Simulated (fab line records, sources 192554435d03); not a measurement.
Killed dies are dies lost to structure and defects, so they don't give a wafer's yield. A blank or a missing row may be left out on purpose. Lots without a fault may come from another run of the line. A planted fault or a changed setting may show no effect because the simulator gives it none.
Split-lot experiment | flow n5_finfet | 7 lots, 39 wafers read, on a route of 1938 steps

THE SPLIT
At N5_BEOL_M9_HM_DEP_02 (deposits TiN, target thk 20 nm), the setting target_thk_a was moved away from the recipe's 200 angstrom on 12 of the 39 wafers read, by -23.5% to +59.6%. The other wafers ran this setting at the recipe's value.

FROM THE SPLIT TO THE READING: what the file shows between them, 13 steps
- N5_BEOL_M9_COAT_59: time 60 s, resist thk 100 nm
- N5_BEOL_M9_COAT_60: time 60 s, resist thk 30 nm
- N5_BEOL_M9_STRIP_68: strips in N2/H2
- N5_BEOL_M9_STRIP_67: strips in CF4
- N5_BEOL_M9_HM_OPEN_17: chemistry Cl2/BCl3, target TiN, target depth 20 nm, overetch 6 nm
- N5_BEOL_M9_STRIP_19: strips in O2
- N5_BEOL_M9_STRIP_69: strips in N2/H2
- N5_BEOL_M9_STRIP_77: strips in N2/H2
- N5_BEOL_M9_VIA_ETCH_34: etches SiCOH lowk in C4F6/O2, target depth 182.4 nm, time 68.4 s
- N5_BEOL_M9_STRIP_73: strips in C4F6/O2
- N5_BEOL_M9_STRIP_36: strips in N2/H2
- N5_BEOL_M9_ETCH_41: etches SiCN in CH3F/O2, target depth 36.6 nm, time 70.1 s
- N5_BEOL_M9_STRIP_80: strips in N2/H2, time 10 s

THE READING
trench_depth_nm, in nm, at N5_BEOL_M9_OCD_MEAS_38. Fault-free wafers of this fab line usually give 151 nm, standard deviation 3.1 nm.

wafer  | tool, chamber at the split | target_thk_a as run, angstrom | against the recipe | trench_depth_nm, nm | against lot-mates on the recipe
L081.1 | pvd_sputter-01, -          | 200                           | recipe             | 150                 | -
L081.2 | pvd_sputter-01, -          | 200                           | recipe             | 148                 | -
L081.3 | pvd_sputter-01, -          | 200                           | recipe             | 154                 | -
L081.4 | pvd_sputter-01, -          | 312.6                         | +56.3%             | 0                   | -151
L081.5 | pvd_sputter-01, -          | 312.6                         | +56.3%             | 0                   | -151
L081.6 | pvd_sputter-01, -          | 312.6                         | +56.3%             | 0                   | -151
L077.1 | pvd_sputter-03, -          | 200                           | recipe             | 152                 | -
L077.2 | pvd_sputter-03, -          | 153.1                         | -23.5%             | 149                 | -3
L077.3 | pvd_sputter-03, -          | 153.1                         | -23.5%             | 154                 | +2
L077.4 | pvd_sputter-03, -          | 200                           | recipe             | 150                 | -
L077.5 | pvd_sputter-03, -          | 153.1                         | -23.5%             | 151                 | -1
L077.6 | pvd_sputter-03, -          | 200                           | recipe             | 155                 | -
L082.1 | pvd_sputter-02, -          | 200                           | recipe             | 147                 | -
L082.2 | pvd_sputter-02, -          | 200                           | recipe             | 154                 | -
L082.3 | pvd_sputter-02, -          | 200                           | recipe             | 146                 | -
L082.4 | pvd_sputter-02, -          | 200                           | recipe             | 153                 | -
L082.5 | pvd_sputter-02, -          | 200                           | recipe             | 145                 | -
L082.6 | pvd_sputter-02, -          | 200                           | recipe             | 145                 | -
L083.1 | pvd_sputter-02, -          | 200                           | recipe             | 151                 | -
L083.2 | pvd_sputter-02, -          | 200                           | recipe             | 151                 | -
L083.3 | pvd_sputter-02, -          | 200                           | recipe             | 153                 | -
L083.4 | pvd_sputter-02, -          | 200                           | recipe             | 150                 | -
L083.5 | pvd_sputter-02, -          | 200                           | recipe             | 150                 | -
L083.6 | pvd_sputter-02, -          | 200                           | recipe             | 151                 | -
L086.1 | pvd_sputter-02, -          | 311.2                         | +55.6%             | 0                   | -151
L086.2 | pvd_sputter-02, -          | 200                           | recipe             | 152                 | -
L086.3 | pvd_sputter-02, -          | 311.2                         | +55.6%             | 0                   | -151
L086.4 | pvd_sputter-02, -          | 200                           | recipe             | 149                 | -
L086.5 | pvd_sputter-02, -          | 200                           | recipe             | 151                 | -
L086.6 | pvd_sputter-02, -          | 311.2                         | +55.6%             | 0                   | -151
L088.2 | pvd_sputter-03, -          | 200                           | recipe             | 146                 | -
L088.3 | pvd_sputter-03, -          | 200                           | recipe             | 153                 | -
L088.5 | pvd_sputter-03, -          | 200                           | recipe             | 146                 | -
L095.1 | pvd_sputter-03, -          | 319.2                         | +59.6%             | 5                   | -148
L095.2 | pvd_sputter-03, -          | 200                           | recipe             | 155                 | -
L095.3 | pvd_sputter-03, -          | 200                           | recipe             | 152                 | -
L095.4 | pvd_sputter-03, -          | 319.2                         | +59.6%             | 0                   | -153
L095.5 | pvd_sputter-03, -          | 200                           | recipe             | 151                 | -
L095.6 | pvd_sputter-03, -          | 319.2                         | +59.6%             | 3                   | -150

THE FIT
A straight line over all 39 wafers: trench_depth_nm changes by -2.37 nm for each +1% of target_thk_a; r = -0.97; the points scatter about the line by 16 nm.
The same after taking each lot's own level away (the mean of its wafers on the recipe; 39 wafers): -2.38 nm for each +1%; r = -0.97; scatter 16 nm.
On that fit, the largest move of target_thk_a shifts the reading by 1.4e+02 nm.
The lots' own levels span 148.3 to 152.7 nm, that is 1.4 times the standard deviation above.
So the lot-to-lot level changes the slope little: the two slopes agree.
Check: with one of the wafers moved furthest among these (+59.6%) left out of the fit, the line predicts -150 nm for it against its lot-mates. It came out at -148 nm against them.

OTHER SPLITS ON THESE WAFERS
These wafers also went through other splits before the reading. Each is held against what the fit with the lots' levels taken away leaves over:
other split on the same wafers          | wafers away from the commonest value | r with trench_depth_nm (lot level and that fit taken away)
N5_BEOL_M0_SAQP_ETCH_106 target_depth_a | 18                                   | +0.31
N5_BEOL_M2_ALD_98 ald_cycles            | 15                                   | -0.02
N5_BEOL_M6_ILD_DEP_00 time_s            | 15                                   | +0.44
N5_BEOL_M7_DEP_56 time_s                | 12                                   | -0.19

THE WHOLE CHAIN: every reading that the file lists as answering this split, in the file's order
step                   | what it does                                                      | reading                                                                          | change (the file's fit)                   | r (the file's)
N5_BEOL_M9_HM_DEP_02   | deposits TiN, target thk 20 nm                                    | TiN_of_BEOL_M9_HM_DEP_02.thk_nm (the simulator's own value, which no gauge read) | +0.197 nm for each +1% of the setting     | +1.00
N5_BEOL_M9_HM_OPEN_17  | chemistry Cl2/BCl3, target TiN, target depth 20 nm, overetch 6 nm | etch.depth_nm (the simulator's own value, which no gauge read)                   | +0.108 nm for each +1% of the setting     | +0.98
N5_BEOL_M9_VIA_ETCH_34 | etches SiCOH lowk in C4F6/O2, target depth 182.4 nm, time 68.4 s  | oes_product_au                                                                   | -0.00792 a.u. for each +1% of the setting | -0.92
N5_BEOL_M9_OCD_MEAS_38 |                                                                   | trench_depth_nm                                                                  | -2.49 nm for each +1% of the setting      | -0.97

THE FILE'S OWN FIT
trench_depth_nm changes by -2.49 nm for each +1% of target_thk_a, r = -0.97.
